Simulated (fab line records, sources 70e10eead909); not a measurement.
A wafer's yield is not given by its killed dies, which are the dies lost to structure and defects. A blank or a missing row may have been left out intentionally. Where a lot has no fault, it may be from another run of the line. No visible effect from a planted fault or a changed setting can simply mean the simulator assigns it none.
fab line records    flow nand_harc    part 1 of 2: steps 1 to 23 of 34
record lots=5  wafers=15  last_day=33
route steps=1302 shown P_GATE@132
lots untouched by any fault: they come from a run of this same line in which no faults occurred
start_h: the number of hours between the record's first day and the start of the first shown wafer of the lot    wait_h: hours since the lot's step before    " unchanged from the row above    L1.1+2: a row that stands for several wafers    - no value, or no start was given    * or withheld: withheld    < > ~ a bound
route shown NAME@n: NAME is a module with steps in the file, n the number in the route of the first one    usual: average and standard deviation across the fault-free wafers    same: alike in all rows    chamber/n: place in a boat    sites: readings site by site    _std_site: standard deviation across them    _edge_site: mean of outer sites minus mean of inner sites    radius_mm: how far each site lies from the wafer's centre    mask NAME#n: copy n    behind: the tool/chamber that last shaped the wafer    hold: why the lot went on hold/how many hours it stayed there/how the hold came to an end    device: the transistor (n, p or np) that didn't switch    end of line: tests run on the same wafers once the route is complete    for a step that has no rows: nothing shown but its recipe    killed: dies that structure and defects cost at the first sort, which is not the same as the wafer's yield    map: dies across one wafer; x = killed, . = not, _ = none there
set.NAME: setting as actually run; set.NAME@STEP: the setting as run at that earlier step    model.NAME: the simulator's own value behind a step, which no gauge read
lots at some steps of the route; a table a step, a row a wafer
services: a tool's chamber out of use, with start hour (start_h, from the record's first day; less than 0 if before it), hours out, and reason
## steps
# step NHARC_P_GATE_DEP_103
# recipe target_thk_a=300  target_thk_nm=30  temp_c=400  flow_sccm=200  rf_w=350  material=SiON
# usual heater_power_outer_w=449/56  heater_power_w=759/80
lot.wafer  tool      chamber  start_h  wait_h  heater_power_outer_w  heater_power_w
L077.1     pecvd-04  2        129.26   0.6     472                   788
L077.4     "         1        "        "       425                   728
L077.6     "         0        "        "       464                   784
L079.1     pecvd-03  0        144.97   0.6     526                   814
L079.6     "         1        "        "       408                   688
L079.4     "         0        "        "       512                   832
L089.2     pecvd-04  2        240.71   0.5     475                   807
L089.6     "         1        "        "       367                   661
L089.4     "         0        "        "       440                   729
L092.3     pecvd-02  0        275.64   0.3     478                   812
L092.2     "         2        "        "       469                   817
L092.6     "         1        "        "       432                   764
L093.2     pecvd-04  2        289.08   0.4     496                   821
L093.3     "         0        "        "       448                   703
L093.6     "         2        "        "       491                   811
# step NHARC_P_GATE_DEHYDRATE_18
# recipe temp_c=150  time_s=120
# usual heater_power_total_W=182.7/1.2
lot.wafer  tool            chamber  start_h  wait_h  heater_power_total_W
L077.1     litho_track-04  0        129.51   0.2     183.6
L077.4     "               0        "        "       182.8
L077.6     "               0        "        "       183.1
L079.1     litho_track-01  0        145.18   0.2     182.5
L079.4     "               0        "        "       183.5
L079.6     "               0        "        "       183.3
L089.2     litho_track-04  0        240.95   0.2     182.2
L089.4     "               0        "        "       183.5
L089.6     "               0        "        "       184.8
L092.2     litho_track-06  0        275.91   0.2     181.8
L092.3     "               0        "        "       180.8
L092.6     "               0        "        "       183.4
L093.2     litho_track-06  0        289.38   0.3     184.0
L093.3     "               0        "        "       181.9
L093.6     "               0        "        "       183.2
# step NHARC_P_GATE_HMDS_19
# recipe time_s=30
lot.wafer   tool            chamber  start_h  wait_h
L077.1+4+6  litho_track-04  0        -        -
L079.1+4+6  litho_track-01  0        -        -
L089.2+4+6  litho_track-04  0        -        -
L092.2+3+6  litho_track-06  0        -        -
L093.2+3+6  litho_track-06  0        -        -
# step NHARC_P_GATE_COAT_20
# recipe spin_rpm=1500  resist_thk_nm=90
lot.wafer   tool            chamber  start_h  wait_h
L077.1+4+6  litho_track-04  0        -        -
L079.1+4+6  litho_track-01  0        -        -
L089.2+4+6  litho_track-04  0        -        -
L092.2+3+6  litho_track-06  0        -        -
L093.2+3+6  litho_track-06  0        -        -
# step NHARC_P_GATE_SOFTBAKE_21
# recipe temp_c=105  time_s=55
# usual heater_power_total_W=188.45/0.12
lot.wafer  tool            chamber  start_h  wait_h  heater_power_total_W
L077.1     litho_track-04  0        -        -       188.45
L077.4     "               0        "        "       188.30
L077.6     "               0        "        "       188.34
L079.1     litho_track-01  0        -        -       188.37
L079.4     "               0        "        "       188.75
L079.6     "               0        "        "       188.42
L089.2     litho_track-04  0        -        -       188.50
L089.4     "               0        "        "       188.44
L089.6     "               0        "        "       188.43
L092.2     litho_track-06  0        -        -       188.48
L092.3     "               0        "        "       188.29
L092.6     "               0        "        "       188.32
L093.2     litho_track-06  0        -        -       188.37
L093.3     "               0        "        "       188.73
L093.6     "               0        "        "       188.27
# step NHARC_P_GATE_EBR_22
lot.wafer   tool            chamber  start_h  wait_h
L077.1+4+6  litho_track-04  0        -        -
L079.1+4+6  litho_track-01  0        -        -
L089.2+4+6  litho_track-04  0        -        -
L092.2+3+6  litho_track-06  0        -        -
L093.2+3+6  litho_track-06  0        -        -
# step NHARC_P_GATE_EXPOSE_23
# recipe na=1.35  target_cd_nm=120  dose_mj=93.91  mask_id=P_GATE
# usual reticle_temp_C=23.00/0.11
lot.wafer  tool             chamber  start_h  wait_h  mask      reticle_temp_C
L077.1     arfi_scanner-03  0        129.77   -       P_GATE#0  23.01
L077.4     "                0        "        "       P_GATE#0  23.06
L077.6     "                0        "        "       P_GATE#0  22.96
L079.1     arfi_scanner-01  0        145.45   -       P_GATE#0  23.11
L079.4     "                0        "        "       P_GATE#0  22.93
L079.6     "                0        "        "       P_GATE#0  23.10
L089.2     arfi_scanner-03  0        241.22   -       P_GATE#0  23.00
L089.4     "                0        "        "       P_GATE#0  23.01
L089.6     "                0        "        "       P_GATE#0  22.99
L092.2     arfi_scanner-03  0        276.06   -       P_GATE#0  22.88
L092.3     "                0        "        "       P_GATE#0  22.91
L092.6     "                0        "        "       P_GATE#0  22.94
L093.2     arfi_scanner-01  0        289.65   -       P_GATE#0  22.93
L093.3     "                0        "        "       P_GATE#0  22.84
L093.6     "                0        "        "       P_GATE#0  23.22
# step NHARC_P_GATE_PEB_24
# recipe peb_temp_c=100  peb_time_s=65
# usual heater_power_total_W=156.5/0.4
lot.wafer  tool            chamber  start_h  wait_h  heater_power_total_W
L077.1     litho_track-06  0        129.83   0.1     156.4
L077.4     "               0        "        "       157.0
L077.6     "               0        "        "       156.1
L079.1     litho_track-01  0        145.51   0.1     157.1
L079.4     "               0        "        "       157.1
L079.6     "               0        "        "       156.6
L089.2     litho_track-04  0        241.28   0.1     156.7
L089.4     "               0        "        "       156.6
L089.6     "               0        "        "       156.5
L092.2     litho_track-04  0        276.12   0.1     156.0
L092.3     "               0        "        "       157.2
L092.6     "               0        "        "       157.2
L093.2     litho_track-01  0        289.71   0.1     156.9
L093.3     "               0        "        "       156.4
L093.6     "               0        "        "       157.0
# step NHARC_P_GATE_DEVELOP_25
# recipe develop_time_s=35  dev_temp_c=23
lot.wafer   tool            chamber  start_h  wait_h
L077.1+4+6  litho_track-06  0        -        -
L079.1+4+6  litho_track-01  0        -        -
L089.2+4+6  litho_track-04  0        -        -
L092.2+3+6  litho_track-04  0        -        -
L093.2+3+6  litho_track-01  0        -        -
# step NHARC_P_GATE_CD_MEAS_26
# recipe target_cd_nm=120  landing_energy_ev=500
# usual cd_nm=119.8/0.45
lot.wafer  tool       chamber  start_h  wait_h  cd_nm
L077.1     cd_sem-03  0        129.91   -       120.0
L077.4     "          0        "        "       119.2
L077.6     "          0        "        "       120.1
L079.1     cd_sem-02  0        145.58   -       120.3
L079.4     "          0        "        "       119.7
L079.6     "          0        "        "       119.5
L089.2     cd_sem-01  0        241.36   -       119.3
L089.4     "          0        "        "       119.3
L089.6     "          0        "        "       120.2
L092.2     cd_sem-03  0        276.20   -       119.5
L092.3     "          0        "        "       119.4
L092.6     "          0        "        "       119.9
L093.2     cd_sem-03  0        289.79   -       120.5
L093.3     "          0        "        "       120.3
L093.6     "          0        "        "       119.7
# step NHARC_P_GATE_OVL_MEAS_27
# usual overlay_x_nm=0.1/0.76  overlay_y_nm=0.0/0.95
lot.wafer  tool        chamber  start_h  wait_h  overlay_x_nm  overlay_y_nm
L077.1     overlay-02  -        130.00   -       -0.8          -0.1
L077.4     "           -        "        "       -0.5          0.1
L077.6     "           -        "        "       0.1           -0.1
L079.1     overlay-02  -        145.67   -       1.9           -1.5
L079.4     "           -        "        "       1.8           -1.6
L079.6     "           -        "        "       2.0           -2.2
L089.2     overlay-01  -        241.45   -       0.4           1.1
L089.4     "           -        "        "       1.1           1.1
L089.6     "           -        "        "       1.1           0.9
L092.2     overlay-01  -        276.28   -       0.1           1.3
L092.3     "           -        "        "       -0.3          1.3
L092.6     "           -        "        "       -0.4          1.3
L093.2     overlay-01  -        289.87   -       0.5           -0.4
L093.3     "           -        "        "       -0.1          -0.4
L093.6     "           -        "        "       0.6           0.2
# step NHARC_P_GATE_INSPECT_28
# usual raw_defect_count=6.0/3
lot.wafer  tool               chamber  start_h  wait_h  raw_defect_count
L077.1     defect_inspect-01  -        130.04   0.0     3
L077.4     "                  -        "        "       3
L077.6     "                  -        "        "       5
L079.1     defect_inspect-01  -        145.71   0.0     5
L079.4     "                  -        "        "       5
L079.6     "                  -        "        "       5
L089.2     defect_inspect-01  -        241.48   0.0     8
L089.4     "                  -        "        "       4
L089.6     "                  -        "        "       3
L092.2     defect_inspect-02  -        276.32   0.0     4
L092.3     "                  -        "        "       5
L092.6     "                  -        "        "       11
L093.2     defect_inspect-02  -        289.91   0.0     9
L093.3     "                  -        "        "       16
L093.6     "                  -        "        "       6
# step NHARC_P_GATE_DESCUM_31
# recipe time_s=3  o2_flow_sccm=200  ar_flow_sccm=0  bias_power_w=0  chemistry=O2
# usual drypump_motor_current_A=5.7/0.47  mfc_ar_sccm=0.008/0.0085  oes_product_au=0.999/0.012  rf_vpp_V=58.1/0.85  showerhead_plenum_p_Torr=1.96/0.076  throttle_valve_pct=11.311/0.0095
lot.wafer  tool         chamber  start_h  wait_h  drypump_motor_current_A  mfc_ar_sccm  oes_product_au  rf_hours_counter_h  rf_vpp_V  showerhead_plenum_p_Torr  throttle_valve_pct
L077.4     rie_diel-10  3        130.10   0.1     5.6                      0            1.014           4                   57.1      2.07                      11.312
L077.1     "            2        "        "       5.6                      0.008        0.995           3                   57.1      1.92                      11.314
L077.6     "            3        "        "       5.6                      0            1.003           -                   59.5      2.07                      11.297
L079.4     rie_diel-10  3        145.78   0.1     5.5                      0            1.011           5                   57.3      2.07                      11.309
L079.1     "            0        "        "       5.8                      0.001        0.996           4                   58.2      2.00                      11.319
L079.6     "            2        "        "       5.6                      0.008        0.979           -                   57.8      1.92                      11.284
L089.2     rie_diel-09  3        241.54   0.1     5.9                      0.010        1.012           5                   57.4      2.03                      11.308
L089.4     "            1        "        "       5.2                      0.005        0.992           -                   58.5      1.98                      11.325
L089.6     "            2        "        "       6.2                      0.016        1.000           -                   57.9      2.02                      11.312
L092.2     rie_diel-10  2        276.38   0.1     5.6                      0.008        0.994           0                   58.1      1.92                      11.320
L092.3     "            3        "        "       5.6                      0            1.005           0                   57.7      2.06                      11.308
L092.6     "            3        "        "       5.6                      0            1.000           -                   58.7      2.06                      11.322
L093.2     rie_diel-04  0        289.99   0.1     6.8                      0            0.999           6                   56.6      1.81                      11.309
L093.3     "            1        "        "       5.7                      0            1.022           6                   58.0      1.92                      11.319
L093.6     "            2        "        "       6.2                      0            1.013           -                   57.9      1.83                      11.331
# step NHARC_P_GATE_ETCH_104
# recipe target_depth_a=600  time_s=withheld  cf4_flow_sccm=100  chf3_flow_sccm=30  ar_flow_sccm=0  rf_w=500  bias_w=200  chemistry=CF4/CHF3
# usual drypump_motor_current_A=5.7/0.49  mfc_ar_sccm=0.008/0.0086  oes_product_au=0.954/0.021  rf_vpp_V=371.9/2.1  showerhead_plenum_p_Torr=1.61/0.058  throttle_valve_pct=16.803/0.0093
lot.wafer  tool         chamber  start_h  wait_h  drypump_motor_current_A  mfc_ar_sccm  oes_product_au  rf_vpp_V  showerhead_plenum_p_Torr  throttle_valve_pct
L077.4     rie_diel-10  3        130.19   0.1     5.6                      0            0.961           375.2     1.69                      16.816
L077.1     "            0        "        "       5.8                      0.001        0.959           373.7     1.64                      16.798
L077.6     "            1        "        "       5.4                      0.022        0.986           371.4     1.58                      16.802
L079.1     rie_diel-10  2        145.86   0.1     5.6                      0.008        0.945           372.1     1.58                      16.796
L079.4     "            0        "        "       5.8                      0.001        0.981           373.5     1.64                      16.799
L079.6     "            1        "        "       5.4                      0.022        0.979           371.8     1.58                      16.787
L089.2     rie_diel-09  2        241.65   0.1     6.2                      0.016        0.959           372.7     1.65                      16.796
L089.4     "            2        "        "       6.2                      0.016        0.957           372.5     1.65                      16.785
L089.6     "            3        "        "       5.9                      0.010        0.956           375.0     1.66                      16.786
L092.2     rie_diel-10  2        276.47   0.1     5.6                      0.008        0.924           369.8     1.58                      16.801
L092.3     "            3        "        "       5.6                      0            0.938           374.5     1.69                      16.816
L092.6     "            0        "        "       5.8                      0.001        0.915           373.3     1.64                      16.815
L093.3     rie_diel-04  0        290.06   0.1     6.8                      0            0.925           368.6     1.50                      16.809
L093.2     "            1        "        "       5.8                      0            0.932           369.8     1.58                      16.797
L093.6     "            2        "        "       6.3                      0            0.921           369.2     1.51                      16.799
# step NHARC_P_GATE_HM_OPEN_105
# recipe target_depth_a=3600  o2_flow_sccm=400  cos_flow_sccm=20  ar_flow_sccm=0  rf_w=500  bias_w=300  chemistry=O2/COS
# usual drypump_motor_current_A=5.8/0.48  mfc_ar_sccm=0.007/0.0084  oes_product_au=0.999/0.011  rf_vpp_V=468.8/2.6  showerhead_plenum_p_Torr=3.20/0.12  throttle_valve_pct=28.330/0.0088
lot.wafer  tool         chamber  start_h  wait_h  drypump_motor_current_A  mfc_ar_sccm  oes_product_au  rf_hours_counter_h  rf_vpp_V  showerhead_plenum_p_Torr  throttle_valve_pct
L077.4     rie_diel-10  2        -        -       5.6                      0.008        0.991           3                   465.9     3.13                      28.344
L077.1     "            3        "        "       5.6                      0            1.012           4                   473.8     3.36                      28.326
L077.6     "            0        "        "       5.8                      0.001        1.005           -                   469.4     3.26                      28.311
L079.1     rie_diel-10  3        -        -       5.6                      0            1.009           5                   472.5     3.36                      28.332
L079.4     "            1        "        "       5.4                      0.022        1.009           5                   465.8     3.13                      28.308
L079.6     "            3        "        "       5.6                      0            1.011           -                   472.9     3.36                      28.331
L089.2     rie_diel-09  2        -        -       6.2                      0.016        0.996           6                   469.6     3.28                      28.330
L089.6     "            1        "        "       5.3                      0.005        0.993           -                   468.6     3.22                      28.334
L089.4     "            2        "        "       6.2                      0.016        0.997           -                   471.2     3.28                      28.326
L092.3     rie_diel-10  0        -        -       5.8                      0.001        0.987           0                   469.0     3.25                      28.329
L092.2     "            2        "        "       5.6                      0.008        1.005           0                   466.5     3.13                      28.322
L092.6     "            0        "        "       5.8                      0.001        0.988           -                   470.0     3.25                      28.343
L093.3     rie_diel-04  1        -        -       5.7                      0            1.014           6                   467.8     3.13                      28.320
L093.2     "            3        "        "       4.8                      0.022        0.986           6                   471.4     3.34                      28.322
L093.6     "            1        "        "       5.8                      0            1.029           -                   466.5     3.13                      28.330
# step NHARC_P_GATE_STRIP_106
# recipe o2_flow_sccm=400  cos_flow_sccm=20  ar_flow_sccm=0  bias_w=0  chemistry=O2/COS
lot.wafer   tool         chamber  start_h  wait_h
L077.4+1+6  rie_diel-10  2,3,0    -        -
L079.1+4+6  rie_diel-10  3,1,3    -        -
L089.2+6+4  rie_diel-09  2,2,3    -        -
L092.2+3+6  rie_diel-10  0,2,3    -        -
L093.3+2+6  rie_diel-04  2,3,2    -        -
# step NHARC_P_GATE_ETCH_114
# recipe target_depth_a=300  overetch_a=30  time_s=16.5  ion_energy_ev=100  cf4_flow_sccm=80  o2_flow_sccm=20  ar_flow_sccm=0  rf_w=300  bias_w=100  chemistry=CF4/O2
# usual drypump_motor_current_A=5.7/0.46  mfc_ar_sccm=0.008/0.0083  oes_product_au=0.998/0.011  rf_vpp_V=198.6/1.3  showerhead_plenum_p_Torr=1.37/0.05  throttle_valve_pct=13.397/0.009
lot.wafer  tool         chamber  start_h  wait_h  drypump_motor_current_A  mfc_ar_sccm  oes_product_au  rf_hours_counter_h  rf_vpp_V  showerhead_plenum_p_Torr  throttle_valve_pct
L077.4     rie_diel-10  0        -        -       5.8                      0.001        1.000           3                   197.8     1.39                      13.397
L077.1     "            1        "        "       5.4                      0.022        1.007           4                   197.5     1.34                      13.401
L077.6     "            0        "        "       5.8                      0.001        1.004           -                   199.3     1.39                      13.402
L079.1     rie_diel-10  1        -        -       5.4                      0.022        1.009           5                   196.8     1.34                      13.383
L079.4     "            3        "        "       5.5                      0            1.005           5                   198.8     1.44                      13.389
L079.6     "            1        "        "       5.4                      0.022        1.011           -                   197.7     1.34                      13.396
L089.2     rie_diel-09  2        -        -       6.2                      0.016        0.998           6                   199.0     1.40                      13.385
L089.6     "            1        "        "       5.2                      0.005        0.989           -                   198.7     1.38                      13.378
L089.4     "            2        "        "       6.2                      0.016        0.994           -                   199.9     1.41                      13.398
L092.3     rie_diel-10  1        -        -       5.4                      0.022        1.008           1                   195.9     1.34                      13.399
L092.2     "            2        "        "       5.6                      0.008        1.007           0                   198.5     1.34                      13.410
L092.6     "            1        "        "       5.4                      0.022        1.014           -                   198.0     1.33                      13.389
L093.2     rie_diel-04  0        -        -       6.8                      0            1.005           6                   195.7     1.27                      13.391
L093.3     "            1        "        "       5.8                      0            1.022           6                   197.1     1.34                      13.400
L093.6     "            3        "        "       4.8                      0.022        0.981           -                   199.1     1.43                      13.403
# step NHARC_P_GATE_ETCH_32
# recipe target_depth_a=1500  over_etch_frac=1  over_etch_ion_energy_ev=40  time_s=100.1  hbr_flow_sccm=150  cl2_flow_sccm=50  rf_w=400  icp_w=400  bias_w=100  chemistry=HBr/Cl2
# usual drypump_motor_current_A=5.6/0.45  oes_product_au=1.001/0.0091  throttle_valve_pct=26.406/0.0092
lot.wafer  tool       chamber  start_h  wait_h  drypump_motor_current_A  oes_product_au  rf_hours_counter_h  throttle_valve_pct
L077.1     rie_si-06  1        130.58   -       5.3                      0.997           0.4                 26.407
L077.4     "          3        "        "       4.9                      0.995           0.4                 26.392
L077.6     "          0        "        "       6.0                      1.001           -                   26.405
L079.1     rie_si-05  3        146.27   -       6.5                      0.999           0.0                 26.402
L079.4     "          2        "        "       6.1                      1.003           0.0                 26.417
L079.6     "          3        "        "       6.5                      0.992           -                   26.408
L089.2     rie_si-06  2        242.09   -       5.3                      1.012           1.1                 26.403
L089.6     "          1        "        "       5.3                      0.995           -                   26.408
L089.4     "          2        "        "       5.3                      1.008           -                   26.397
L092.2     rie_si-05  2        276.87   -       6.0                      1.008           0.6                 26.387
L092.3     "          3        "        "       6.5                      0.991           0.8                 26.413
L092.6     "          1        "        "       5.4                      0.991           -                   26.390
L093.3     rie_si-06  2        290.43   -       5.3                      1.000           0.2                 26.401
L093.2     "          1        "        "       5.2                      0.997           0.2                 26.400
L093.6     "          2        "        "       5.3                      0.997           -                   26.405
# step NHARC_P_GATE_STRIP_108
# recipe o2_flow_sccm=500  ar_flow_sccm=0  bias_w=0  chemistry=O2
# usual drypump_motor_current_A=5.8/0.62  mfc_ar_sccm=0.006/0.0091  oes_product_au=1.003/0.012  rf_vpp_V=57.9/0.82  showerhead_plenum_p_Torr=3.57/0.15  throttle_valve_pct=17.036/0.009
lot.wafer  tool         chamber  start_h  wait_h  drypump_motor_current_A  mfc_ar_sccm  oes_product_au  rf_hours_counter_h  rf_vpp_V  showerhead_plenum_p_Torr  throttle_valve_pct
L077.4     rie_diel-04  2        130.72   -       6.3                      0            1.009           5.9                 58.4      3.39                      17.040
L077.1     "            3        "        "       4.8                      0.022        1.010           6.0                 57.4      3.77                      17.044
L077.6     "            2        "        "       6.3                      0            1.011           -                   58.6      3.39                      17.040
L079.1     rie_diel-04  3        146.43   -       4.8                      0.022        1.009           6.3                 58.8      3.77                      17.027
L079.4     "            2        "        "       6.3                      0            1.000           6.1                 57.4      3.39                      17.016
L079.6     "            0        "        "       6.8                      0            1.013           -                   57.4      3.36                      17.043
L089.4     rie_diel-04  0        242.28   -       6.8                      0            1.009           3.5                 57.5      3.36                      17.033
L089.2     "            2        "        "       6.3                      0            1.004           4.0                 58.1      3.39                      17.043
L089.6     "            3        "        "       4.8                      0.022        0.991           -                   57.8      3.77                      17.026
L092.3     rie_diel-04  1        277.00   -       5.8                      0            1.019           4.8                 57.8      3.54                      17.049
L092.2     "            3        "        "       4.8                      0.022        0.995           5.3                 57.5      3.77                      17.037
L092.6     "            2        "        "       6.3                      0            0.999           -                   57.1      3.39                      17.039
L093.2     rie_diel-04  0        290.62   -       6.8                      0            1.005           5.9                 56.5      3.36                      17.014
L093.3     "            1        "        "       5.8                      0            1.029           5.6                 57.7      3.54                      17.020
L093.6     "            2        "        "       6.3                      0            1.007           -                   58.4      3.39                      17.045
# step NHARC_P_GATE_CD_MEAS_33
# usual cd_nm=120.6/2.4
lot.wafer  tool       chamber  start_h  wait_h  cd_nm
L077.1     cd_sem-03  -        130.90   -       122.8
L077.4     "          -        "        "       124.4
L077.6     "          -        "        "       116.8
L079.1     cd_sem-02  -        146.60   -       122.4
L079.4     "          -        "        "       119.5
L079.6     "          -        "        "       119.9
L089.2     cd_sem-01  -        242.44   -       116.3
L089.4     "          -        "        "       120.0
L089.6     "          -        "        "       123.3
L092.2     cd_sem-03  -        277.18   -       120.7
L092.3     "          -        "        "       117.9
L092.6     "          -        "        "       117.5
L093.2     cd_sem-01  -        290.77   -       124.1
L093.3     "          -        "        "       123.8
L093.6     "          -        "        "       122.7
# step NHARC_P_GATE_STRIP_35
# recipe time_s=600  temp_c=130  chemistry=SPM
lot.wafer   tool          chamber  start_h  wait_h
L077.4+1+6  wet_bench-07  7,1,2    131.00   0.1
L079.1+4+6  wet_bench-07  3,4,6    146.69   0.1
L089.6+4+2  wet_bench-03  7,0,1    242.54   0.1
L092.2+6+3  wet_bench-04  3,5,7    277.26   0.1
L093.3+6+2  wet_bench-03  0,2,5    290.85   0.1
# step NHARC_P_GATE_PRECLEAN_73
# recipe time_s=*  temp_c=50  bath_age_min=0  chemistry=SC1
# usual sc1_h2o2_end_mol_l=0.3698/0.00075
lot.wafer  tool          chamber  start_h  wait_h  sc1_h2o2_end_mol_l
L077.4     wet_bench-07  7        -        -       0.3705
L077.1     "             1        "        "       0.3697
L077.6     "             2        "        "       0.3704
L079.1     wet_bench-07  3        -        -       0.3677
L079.4     "             4        "        "       0.3698
L079.6     "             6        "        "       0.3690
L089.6     wet_bench-03  7        -        -       0.3694
L089.4     "             0        "        "       0.3688
L089.2     "             1        "        "       0.3700
L092.2     wet_bench-04  3        -        -       0.3695
L092.6     "             5        "        "       0.3691
L092.3     "             7        "        "       0.3690
L093.3     wet_bench-03  0        -        -       0.3703
L093.6     "             2        "        "       0.3699
L093.2     "             5        "        "       0.3706
# step NHARC_P_GATE_SRD_74
lot.wafer   tool          chamber  start_h  wait_h
L077.4+1+6  wet_bench-07  7,1,2    -        -
L079.1+4+6  wet_bench-07  3,4,6    -        -
L089.6+4+2  wet_bench-03  7,0,1    -        -
L092.2+6+3  wet_bench-04  3,5,7    -        -
L093.3+6+2  wet_bench-03  0,2,5    -        -
